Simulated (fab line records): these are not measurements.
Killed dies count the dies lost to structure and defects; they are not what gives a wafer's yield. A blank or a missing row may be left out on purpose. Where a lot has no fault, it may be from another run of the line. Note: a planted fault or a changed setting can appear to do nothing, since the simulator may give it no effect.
A lot that was struck, set against a sound lot    flow nand_harc    13 steps out of a route of 1302
Sound: the wafers L276.1, L276.3, L276.4. Wafers struck: L292.1, L292.2, L292.6. At the end, the cause is stated.
At each step with rows: each side's tool, then ch and its chambers, then its first start. Under that, the readings that differ: sound wafers    struck wafers    difference of the means    sigmas: that difference in standard deviations of wafers without a fault.
alike: words and numbers the same on both sides, and readings whose means are apart by under 2 such deviations; not compared: readings that were withheld, readings missing a value for some wafer, numbers with overlapping values and no deviation given by the record, and bounds like >300 which may hide the same value.
The two part at a step that has a row with sigmas, a row that says differs or no value, or rows on one side only. Non-overlapping numbers with no deviation appear without sigmas and do not part them. A reading missing from all wafers of one side parts the sides only when that side holds two or more wafers.

NHARC_A_M0_PRE_CLEAN_29: time 30 s.
  sound on pvd_sputter-03; struck on pvd_sputter-02
reading               sound  struck                difference                    sigmas
susceptor_temp_C (C)  - - -  280.15 279.59 279.81  no value on the sound wafers  
  alike: heater_power_w
NHARC_A_M0_PVD_20: deposits TaN, target thk 5 nm, time 8.06 s.
  sound on pvd_sputter-03; struck on pvd_sputter-02
  alike: chamber_pressure_pa, throttle_valve_pct
NHARC_A_M0_PVD_21: deposits Cu, target thk 30 nm, time 20.49 s.
  sound on pvd_sputter-03; struck on pvd_sputter-02
  alike: chamber_pressure_pa, throttle_valve_pct
then, 1 step without rows for these wafers: NHARC_A_M0_ECD_22 (material Cu, target thk 400 nm).
NHARC_A_M0_ANNEAL_30: time 90 s.
  sound on rtp_anneal-01 ch 0, day 25 14:43; struck on rtp_anneal-01 ch 0, day 32 01:43
  alike: wafer_temp_C_max
then, 1 step without rows for these wafers: NHARC_A_M0_CMP_23 (polishes, t overpolish 20 s, target thk 113.75 nm).
NHARC_A_M0_THK_MEAS_24: measures by xrf.
  struck on film_metro-02, day 32 02:23; sound on film_metro-01, day 25 15:23
  alike: thk_nm
after that, 1 step had no rows for these wafers: NHARC_A_M0_SRD_25.
NHARC_A_M0_INSPECT_27:
  struck on defect_inspect-01, day 32 02:32; sound on defect_inspect-01, day 25 15:32
  alike: raw_defect_count
then, 1 step without rows for these wafers: NHARC_A_M0_PRE_CLEAN_31 (time 12 s).
NHARC_A_M0_DEP_32: deposits SiCN, target thk 30 nm.
  sound on pecvd-01 ch 0,1, day 25 15:44; struck on pecvd-01 ch 0,1,2, day 32 03:02
reading               sound                 struck                difference  sigmas
susceptor_temp_C (C)  370.15 370.10 370.21  369.56 369.90 369.62  -0.46       -2
  alike: chamber_pressure_Torr, heater_power_outer_w, heater_power_w
  not compared: since_wet_clean_h
NHARC_A_M1_DEP_00: deposits SiOC, target thk 182.5 nm.
  sound on pecvd-01 ch 0,1,2, day 25 16:05; struck on pecvd-01 ch 1,2, day 32 03:26
  no value came back on the struck wafers for chamber_pressure_Torr (Torr), rf_fwd_power_W (W); on the sound wafers chamber_pressure_Torr (Torr) reads 4.996 5.004 5.005
  not compared: since_wet_clean_h
then, 1 step without rows for these wafers: NHARC_A_M1_DEHYDRATE_01 (time 120 s).

## WHERE THEY PART
Last at NHARC_A_M1_DEP_00 as far as this record goes, first at NHARC_A_M0_PRE_CLEAN_29.

WHY: what the simulator had put in
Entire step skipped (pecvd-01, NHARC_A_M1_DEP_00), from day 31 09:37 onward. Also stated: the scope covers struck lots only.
